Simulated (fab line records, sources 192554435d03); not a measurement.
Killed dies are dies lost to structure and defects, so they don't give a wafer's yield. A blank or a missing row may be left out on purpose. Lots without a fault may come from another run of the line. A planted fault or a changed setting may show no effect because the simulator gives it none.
Split-lot experiment | flow n5_finfet | 7 lots, 21 wafers read, on a route of 1938 steps

THE SPLIT
At N5_ZERO_LAYER_PECVD_02 (deposits SiO2 from SiH4/N2O, target thk 10 nm, time 6 s), the setting time_s was moved away from the recipe's 6 s on 10 of the 21 wafers read, by -14.5% to +10.3%. The other wafers ran this setting at the recipe's value.

The reading is taken at the split's own step.

THE READING
SiO2_of_ZERO_LAYER_PECVD_02.thk_nm (the simulator's own value, which no gauge read), in nm, at N5_ZERO_LAYER_PECVD_02 (deposits SiO2 from SiH4/N2O, target thk 10 nm, time 6 s). The file gives no usual value for it. The 11 wafers here that ran the recipe average 9.947 nm, standard deviation 0.11 nm.

wafer  | tool, chamber at the split | time_s as run, s | against the recipe | SiO2_of_ZERO_LAYER_PECVD_02.thk_nm, nm | against lot-mates on the recipe
L074.3 | pecvd-01, 2                | 6.619            | +10.3%             | 10.9                                   | +0.955
L074.5 | pecvd-01, 2                | 6                | recipe             | 9.945                                  | -
L074.6 | pecvd-01, 1                | 6.619            | +10.3%             | 11.09                                  | +1.145
L075.3 | pecvd-03, 0                | 6                | recipe             | 9.987                                  | -
L075.4 | pecvd-03, 1                | 6                | recipe             | 9.936                                  | -
L075.5 | pecvd-03, 0                | 6                | recipe             | 10.1                                   | -
L077.2 | pecvd-03, 1                | 6.474            | +7.9%              | 10.52                                  | +0.623
L077.3 | pecvd-03, 0                | 6                | recipe             | 9.877                                  | -
L077.5 | pecvd-03, 2                | 6                | recipe             | 9.916                                  | -
L078.1 | pecvd-04, 2                | 6.401            | +6.7%              | 10.43                                  | +0.661
L078.2 | pecvd-04, 0                | 6                | recipe             | 9.769                                  | -
L078.4 | pecvd-04, 1                | 6.401            | +6.7%              | 10.82                                  | +1.051
L088.1 | pecvd-04, 1                | 6                | recipe             | 10.1                                   | -
L088.2 | pecvd-04, 0                | 6                | recipe             | 9.843                                  | -
L088.3 | pecvd-04, 2                | 6                | recipe             | 9.849                                  | -
L090.2 | pecvd-04, 2                | 5.131            | -14.5%             | 8.481                                  | no lot-mate on the recipe
L090.3 | pecvd-04, 0                | 5.131            | -14.5%             | 8.485                                  | no lot-mate on the recipe
L090.4 | pecvd-04, 0                | 5.131            | -14.5%             | 8.504                                  | no lot-mate on the recipe
L094.3 | pecvd-01, 0                | 6.472            | +7.9%              | 11.03                                  | +0.930
L094.5 | pecvd-01, 0                | 6.472            | +7.9%              | 10.97                                  | +0.870
L094.6 | pecvd-01, 2                | 6                | recipe             | 10.1                                   | -

THE FIT
A straight line over all 21 wafers: SiO2_of_ZERO_LAYER_PECVD_02.thk_nm changes by +0.103 nm for each +1% of time_s; r = +0.98; the points scatter about the line by 0.15 nm.
The same after taking each lot's own level away (the mean of its wafers on the recipe; 18 wafers): +0.106 nm for each +1%; r = +0.96; scatter 0.13 nm.
On that fit, the largest move of time_s shifts the reading by 1.5 nm.
The lots' own levels span 9.7690 to 10.1000 nm, that is 3.0 times the standard deviation above.
So the lot-to-lot level changes the slope little: the two slopes agree.
Check: with one of the wafers moved furthest among these (+10.3%) left out of the fit, the line predicts +1.14 nm for it against its lot-mates. It came out at +0.955 nm against them.

THE FILE'S OWN FIT
SiO2_of_ZERO_LAYER_PECVD_02.thk_nm changes by +0.104 nm for each +1% of time_s, r = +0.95.
